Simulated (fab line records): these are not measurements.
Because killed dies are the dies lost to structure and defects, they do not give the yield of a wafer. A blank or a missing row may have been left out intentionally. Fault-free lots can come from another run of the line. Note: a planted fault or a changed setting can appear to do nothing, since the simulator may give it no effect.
Comparing a struck lot with a sound one | flow nand harc | 13 steps out of a route of 1302
Sound: these wafers, L824.2, L824.3, L824.6. The struck wafers were L831.2, L831.4, L831.6. The cause is given at the end.
Order at every step that has rows: each side's tool, ch and its chambers, its first start. Under that, the readings that differ: sound wafers | struck wafers | difference of the means | sigmas: that difference in standard deviations of wafers without a fault.
alike: readings whose means differ by less than 2 such deviations, and words and numbers that are the same on both sides. not compared: withheld readings, readings that some wafer has no value for, bounds like >300 that may hide the same value, and numbers for which the record gives no deviation and whose values overlap.
A row with sigmas, a row that says differs or no value, or rows on one side alone: a step with any of these is where the two part. Numbers that don't overlap but have no deviation are shown without sigmas and don't part them. Lack of a reading on every wafer of one side parts them only where that side has two or more wafers.

NHARC_A_SLIT_ETCH_29: etches the open film in CF4/O2, target depth 100 nm, overetch 10 nm, time 55 s.
  sound on rie diel-12 ch 2,3, day 20 10:13; struck on rie diel-08 ch 0,1,2, day 23 11:39
  reading               | sound             | struck            | difference | sigmas
  oes product au (a.u.) | 1.007 1.028 1.017 | 0.986 0.997 0.999 | -0.023     | -2
  alike: cf4 flow sccm, drypump motor current A, rf vpp V, showerhead plenum p Torr, throttle valve pct
  not compared: rf hours counter h
NHARC_A_SLIT_STRIP_18: strips in O2.
  sound: rie diel-12 ch 0,2; struck: rie diel-08 ch 1,3
  alike: drypump motor current A, oes product au, rf vpp V, showerhead plenum p Torr, throttle valve pct
  not compared: rf hours counter h
then, 2 steps without rows for these wafers: NHARC_A_SLIT_PRECLEAN_19 (cleans in SC1); NHARC_A_SLIT_SRD_20.
NHARC_A_SLIT_CD_MEAS_21:
  sound on cd sem-02, day 20 10:49; struck on cd sem-02, day 23 12:11
  alike: cd nm
then, 3 steps without rows for these wafers: NHARC_A_SIN_REMOVE_WET_00 (chemistry H3PO4, time 15300 s); NHARC_A_SIN_REMOVE_PRECLEAN_01 (cleans in SC1); NHARC_A_SIN_REMOVE_SRD_02.
NHARC_A_SIN_REMOVE_INSPECT_04:
  sound on defect inspect-02, day 20 17:29; struck on defect inspect-01, day 23 18:47
  alike: raw defect count
NHARC_A_WL_FILL_ALD_00: deposits Al2O3, target thk 3 nm, pulse time 3 s, ald cycles 30.
  sound on ald hk-02 ch 0,2, day 20 17:33; struck on ald hk-04 ch 0,2,3, day 23 18:54
  alike: ald cycles, heater power w, precursor pulse height rel
NHARC_A_WL_FILL_RTA_01: time 5 s.
  sound on rtp anneal-02 ch 0, day 20 17:50; struck on rtp anneal-02 ch 0, day 23 19:08
  alike: lamp power pct, lamp_zone_7_pct, wafer_temp_C_max
NHARC_A_WL_FILL_ALD_02: deposits TiN, target thk 2 nm, pulse time 3 s, ald cycles 100.
  sound on ald metal-03 ch 0,3, day 20 18:02; struck on ald metal-03 ch 2,3, day 23 19:22
  reading    | sound       | struck   | difference | sigmas
  ald cycles | 100 100 100 | 83 83 83 | -17        |
  alike: heater power w, precursor pulse height rel
NHARC_END_SORT_01:
  the record has rows for the sound wafers here (prober-02 ch 0, day 24 17:09) and none for the struck ones

WHERE THEY PART
Last at NHARC_END_SORT_01 as far as this record goes, first at NHARC_A_SLIT_ETCH_29.

WHY: what the simulator had put in
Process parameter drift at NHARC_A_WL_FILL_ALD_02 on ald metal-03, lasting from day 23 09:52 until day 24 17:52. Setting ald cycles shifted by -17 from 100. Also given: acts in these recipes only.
